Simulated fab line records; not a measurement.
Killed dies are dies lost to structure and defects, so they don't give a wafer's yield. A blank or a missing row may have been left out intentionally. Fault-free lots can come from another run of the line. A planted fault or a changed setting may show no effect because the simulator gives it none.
Problem report in the 8D (eight disciplines) form, filled by code :: flow nand_harc :: the parts of the form that need people (team, actions taken, sign-off) are left out

== 1. WHAT WENT WRONG ==
Wafers without a fault read 1003 nm, standard deviation 9; thk_nm at NHARC_A_ONON_D1_THK_MEAS_02 reads a mean of 1354 nm on 4 wafers belonging to 2 lots. That puts it +39 standard deviations away from the usual mean.
The step: measures by ellipsometry.
First seen on wafer L159.1, day 15 13:20, on film_metro-02. The record has a number at this step for 36 wafers belonging to 12 lots. The rule behind "out" and "out of limits": a value lying over 4 standard deviations away from the usual mean. Any other wafer with a number is counted as sound.

== 2. WHAT IT IS, WHAT IT ISN'T ==
question: which readings at this step
is: thk_nm
is not: -

question: which lots
is: L159, L160
is not: L144, L145, L146, L147, L149, L150, L151, L153, L161, L163

question: which wafers of those lots
is: L159.1, L159.2, L160.2, L160.4
is not: L159.3, L160.5

question: read on which gauges
is: film_metro-02
is not: film_metro-01

question: when
is: from day 15 13:20
is not: up to then (25 sound wafers); but 7 sound wafers of L160, L161, L163 came after

== 3. WHAT RULES OUT EACH SUSPECT ==
Counting: any tool at a process step up to the reading remains a suspect provided it ran every lot that is out. Sound lots after the first of them don't rule it out here, since some wafers of a struck lot are sound.
- ruled out: the gauge at NHARC_A_ONON_D1_THK_MEAS_02. All the wafers that are out were read on film_metro-02, but those of them that NHARC_END_SORT_01 has rows for are out there too, on other tools.
- rie_si-01 at NHARC_A_ZERO_WELL_ETCH_13 (etches the open film in HBr/Cl2, target depth 120 nm, time 40.1 s): kept. It processed each lot that is out (first: L159, day 14 15:47); up to then, its last sound lot is L153 (day 12 01:14).
- pecvd_onon-02 at NHARC_A_ONON_D1_DEP_00 (target thk 1000 nm): kept. It processed each lot that is out (first: L159, day 15 12:50); up to then, its last sound lot is L151 (day 12 11:01).
Left after counting: rie_si-01 at NHARC_A_ZERO_WELL_ETCH_13, pecvd_onon-02 at NHARC_A_ONON_D1_DEP_00.

== 4. THE CAUSE (what the simulator had put in) ==
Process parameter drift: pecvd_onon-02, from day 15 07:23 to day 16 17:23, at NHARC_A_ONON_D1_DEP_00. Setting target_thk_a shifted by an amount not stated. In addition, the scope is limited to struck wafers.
Counting leaves 2 suspects; this tool is one of them.

== 5. SEQUENCE OF EFFECTS, ordered by route ==
Each row: a reading whose mean over the struck wafers that have a number lies more than 3 standard deviations from the usual. Only readings for which the record gives a usual standard deviation are gone through. hours: the time from each lot's start at the first step in this table that gives one to its start at this step, as a median over the lots. sigmas: the change in usual standard deviations.
hours: 0
step: NHARC_A_ONON_D1_THK_MEAS_02
reading: thk_nm
usual: 1003 nm
on struck wafers: 1354
change: +351
sigmas: +39

hours: 405
step: NHARC_END_SORT_01
reading: killed_at_array
usual: 59
on struck wafers: 674
change: +616
sigmas: +38

hours: 405
step: NHARC_END_SORT_01
reading: killed_dies
usual: 64
on struck wafers: 677
change: +613
sigmas: +38

== 6. WHAT WOULD HAVE CAUGHT IT SOONER ==
6 hours passed between the start of the fault at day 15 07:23 and the first reading out of limits at a measuring or inspecting step in this record, taken at day 15 13:20.
Tool readings at NHARC_A_ONON_D1_DEP_00 with a usual standard deviation given in the record: none out on any struck wafer, hence no alarm at a limit of 4 standard deviations on them.
Lots out: 2; of these, L160 started NHARC_A_ONON_D1_DEP_00 on pecvd_onon-02 after day 15 13:20. A tool hold placed at that time would have kept it from harm.
